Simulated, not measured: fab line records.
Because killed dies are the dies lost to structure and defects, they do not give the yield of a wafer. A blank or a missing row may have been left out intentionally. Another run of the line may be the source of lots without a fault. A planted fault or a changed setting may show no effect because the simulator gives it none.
Chamber matching + flow nand harc + 3 sister chambers for NHARC_A_CONTACT_DEP_29 on pecvd-03
The step deposits SiON, target thk 100 nm. 14 wafers are shown with their chamber, then 7 later ones without.

== EACH WAFER AND ITS CHAMBER ==
| wafer  | chamber | showerhead vpp V (V) | heater power w (W) | susceptor temp C (C) |
|--------|---------|----------------------|--------------------|----------------------|
| L074.2 | 0       | 1194                 | 781                | 399.79               |
| L074.3 | 1       | 1080                 | 707                | 400.12               |
| L074.6 | 2       | 1161                 | 860                | 400.14               |
| L077.4 | 2       | 1145                 | 801                | 400.20               |
| L077.5 | 0       | 1168                 | 746                | 399.98               |
| L077.6 | 1       | 1089                 | 751                | 399.60               |
| L078.1 | 2       | 1157                 | 826                | 400.11               |
| L078.2 | 0       | 1179                 | 674                | 399.83               |
| L078.3 | 1       | 1094                 | 773                | 400.32               |
| L082.1 | 2       | 1156                 | 849                | 400.18               |
| L082.2 | 0       | 1191                 | 683                | 399.75               |
| L082.5 | 0       | 1162                 | 713                | 399.96               |
| L084.2 | 2       | 1170                 | 786                | 400.23               |
| L084.4 | 1       | 1100                 | 732                | 399.80               |

SIGNATURES, as means of the wafers listed above
| reading          | chamber 0 | chamber 1 | chamber 2 | scatter within a chamber |
|------------------|-----------|-----------|-----------|--------------------------|
| showerhead vpp V | 1178.80   | 1090.75   | 1157.80   | 11                       |
| heater power w   | 719.40    | 740.75    | 824.40    | 35.9                     |
| susceptor temp C | 399.8620  | 399.9600  | 400.1720  | 0.181                    |
Rule: distance of a wafer from a chamber = root of the sum over the readings of ((wafer's reading minus chamber's mean) / reading's scatter) squared. If the next closest chamber is less than 2 further off than the closest, the wafer can't be placed; otherwise it belongs to the closest. The scatter: the root of (the sum of the squares of (reading less its chamber's mean) over the shown wafers, divided by (wafers less chambers)).

== WAFERS WHOSE CHAMBER IS MISSING ==
| wafer  | showerhead vpp V (V) | heater power w (W) | susceptor temp C (C) |
|--------|----------------------|--------------------|----------------------|
| L084.6 | 1184                 | 772                | 399.90               |
| L089.1 | 1084                 | 829                | 400.17               |
| L089.2 | 1155                 | 841                | 400.43               |
| L089.6 | 1090                 | 677                | 400.09               |
| L097.1 | 1158                 | 855                | 400.03               |
| L097.2 | 1183                 | 679                | 400.12               |
| L097.5 | 1173                 | 689                | 399.96               |

== WHICH CHAMBER EACH WENT THROUGH ==
| wafer  | from the rows above     | in truth |
|--------|-------------------------|----------|
| L084.6 | can't be placed: 0 or 2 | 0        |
| L089.1 | 1                       | 1        |
| L089.2 | 2                       | 2        |
| L089.6 | 1                       | 1        |
| L097.1 | 2                       | 2        |
| L097.2 | 0                       | 0        |
| L097.5 | 0                       | 0        |
6 of 7 placed correctly. These rows do not allow placing 1 (true chamber among the candidates in 1). Number placed wrongly: 0.
